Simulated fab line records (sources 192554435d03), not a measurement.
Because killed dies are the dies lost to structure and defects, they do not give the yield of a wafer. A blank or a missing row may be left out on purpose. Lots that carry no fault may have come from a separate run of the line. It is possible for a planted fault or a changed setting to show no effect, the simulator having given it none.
Matching of chambers | flow n5_finfet | N5_BEOL_M0_STRIP_140 on rie_diel-03 has 4 sister chambers
The step strips in CF4. 4 wafers are shown with their chamber, then 12 later ones without.

== WAFERS, EACH WITH ITS CHAMBER ==
wafer  | chamber | oes_product_au (a.u.)
L084.4 | 3       | 0.72
L084.6 | 1       | 0.74
L085.4 | 2       | 0.86
L085.5 | 0       | 0.67

== WAFERS WHOSE CHAMBER IS MISSING ==
wafer  | oes_product_au (a.u.)
L086.1 | 0.86
L086.2 | 0.73
L086.6 | 0.73
L088.1 | 0.85
L088.4 | 0.73
L088.5 | 0.85
L089.1 | 0.85
L089.3 | 0.71
L089.6 | 0.72
L095.1 | 0.83
L095.4 | 0.83
L095.5 | 0.71

== WHICH CHAMBER EACH WENT THROUGH ==
wafer  | from the rows above     | in truth
L086.1 | 2                       | 2
L086.2 | can't be placed: 1 or 3 | 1
L086.6 | can't be placed: 1 or 3 | 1
L088.1 | 2                       | 2
L088.4 | can't be placed: 1 or 3 | 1
L088.5 | 2                       | 2
L089.1 | 2                       | 2
L089.3 | can't be placed: 3 or 1 | 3
L089.6 | can't be placed: 3 or 1 | 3
L095.1 | 2                       | 2
L095.4 | 2                       | 2
L095.5 | can't be placed: 3 or 1 | 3
6 of 12 placed correctly. Not placeable from these rows: 6 (in 6, the candidates include the true chamber). Wrongly placed: 0.
How it was worked out, from the rows above alone: a wafer's distance from a chamber is the root of the sum, over the readings, of the square of ((its reading less the chamber's mean) divided by the reading's scatter). The wafer belongs to the nearest chamber; if the next one is less than 2 further off, it can't be placed. For every chamber, the mean is computed from those of its wafers that are shown. The scatter: with one shown wafer a chamber, the root of the mean of the squares of how far each hidden wafer lies from its nearest shown one.
